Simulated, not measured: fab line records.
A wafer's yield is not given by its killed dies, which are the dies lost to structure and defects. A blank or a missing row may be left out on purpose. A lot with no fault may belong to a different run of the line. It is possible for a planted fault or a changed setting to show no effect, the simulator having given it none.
Check for tools in common / flow nand-harc / 6 wafers sampled across 2 lots

== WHY THIS WAS OPENED ==
At NHARC_END_SORT_01 the reading killed-at-periphery is flagged on 2 of 2 lots. Fault-free wafers read 3.7, with a standard deviation of 2.5.
Rule: flag the lot when none of its wafers has a number, or when each of its wafers that has one lies beyond 4 standard deviations from that mean. The rest of the lots are taken to be sound.

lot=L366; measured=day 26 02:19; on=prober-02; killed-at-periphery, wafer by wafer=73 77 30; flag=FLAGGED
lot=L365; measured=day 26 20:16; on=prober-01; killed-at-periphery, wafer by wafer=31 81 67; flag=FLAGGED
The numbers of the flagged lots are 59.8 on average: +56.1 against the usual, or +22 standard deviations.

== LOT BY LOT: THE TOOL USED ==
3 process steps preceding the reading are held in the record, out of 1302 steps in the route. In each cell: the tool, then ch and the chambers that the sampled wafers went through, then the start.
lot=L366; flag=FLAGGED; NHARC_P_M1_STRIP_19=wet-bench-08 ch 1,3,4, day 8 17:03; NHARC_THIN_TSV_DEP_43=pecvd-04 ch 0,2, day 25 11:16; NHARC_THIN_TSV_DEP_47=pecvd-03 ch 1,2, day 25 14:04
lot=L365; flag=FLAGGED; NHARC_P_M1_STRIP_19=wet-bench-08 ch 2,3,6, day 8 16:08; NHARC_THIN_TSV_DEP_43=pecvd-04 ch 1,2, day 26 04:23; NHARC_THIN_TSV_DEP_47=pecvd-03 ch 1,2, day 26 06:59
These steps, and what they do:
- NHARC_P_M1_STRIP_19: strips in post etch residue remover, time 600 s.
- NHARC_THIN_TSV_DEP_43: deposits SiO2, target thk 1328.5 nm.
- NHARC_THIN_TSV_DEP_47: deposits SiO2, target thk 200 nm.
- NHARC_END_SORT_01

== FLAGGED AGAINST TOTAL, ONE TOOL AT A TIME (gauges that did the reading follow at the end) ==
step=NHARC_P_M1_STRIP_19; tool=wet-bench-08; lots run=2; flagged=2; share of the flagged lots=all; sound lots run after its first flagged lot=0
step=NHARC_THIN_TSV_DEP_43; tool=pecvd-04; lots run=2; flagged=2; share of the flagged lots=all; sound lots run after its first flagged lot=0
step=NHARC_THIN_TSV_DEP_47; tool=pecvd-03; lots run=2; flagged=2; share of the flagged lots=all; sound lots run after its first flagged lot=0
step=NHARC_END_SORT_01; tool=prober-01; lots run=1; flagged=1; share of the flagged lots=some; sound lots run after its first flagged lot=0
step=NHARC_END_SORT_01; tool=prober-02; lots run=1; flagged=1; share of the flagged lots=some; sound lots run after its first flagged lot=0

== THE TABLE: WHAT IT ALLOWS ==
All flagged lots were run by 3 table rows, namely wet-bench-08 at NHARC_P_M1_STRIP_19, pecvd-04 at NHARC_THIN_TSV_DEP_43, pecvd-03 at NHARC_THIN_TSV_DEP_47.
- wet-bench-08 at NHARC_P_M1_STRIP_19: 2 of its 2 lots flagged. The start can't be narrowed down: in this sample, it ran no sound lot prior to its first flagged lot.
- pecvd-04 at NHARC_THIN_TSV_DEP_43: 2 of its 2 lots flagged. The start can't be narrowed down: in this sample, it ran no sound lot prior to its first flagged lot.
- pecvd-03 at NHARC_THIN_TSV_DEP_47: 2 of its 2 lots flagged. The start can't be narrowed down: in this sample, it ran no sound lot prior to its first flagged lot.
A lot count leaves these 3 tools indistinguishable: every one of them fits a fault beginning at some hour. More lots, or a look at what each step does to the wafer, might.

== WHAT THE SIMULATOR PUT IN ==
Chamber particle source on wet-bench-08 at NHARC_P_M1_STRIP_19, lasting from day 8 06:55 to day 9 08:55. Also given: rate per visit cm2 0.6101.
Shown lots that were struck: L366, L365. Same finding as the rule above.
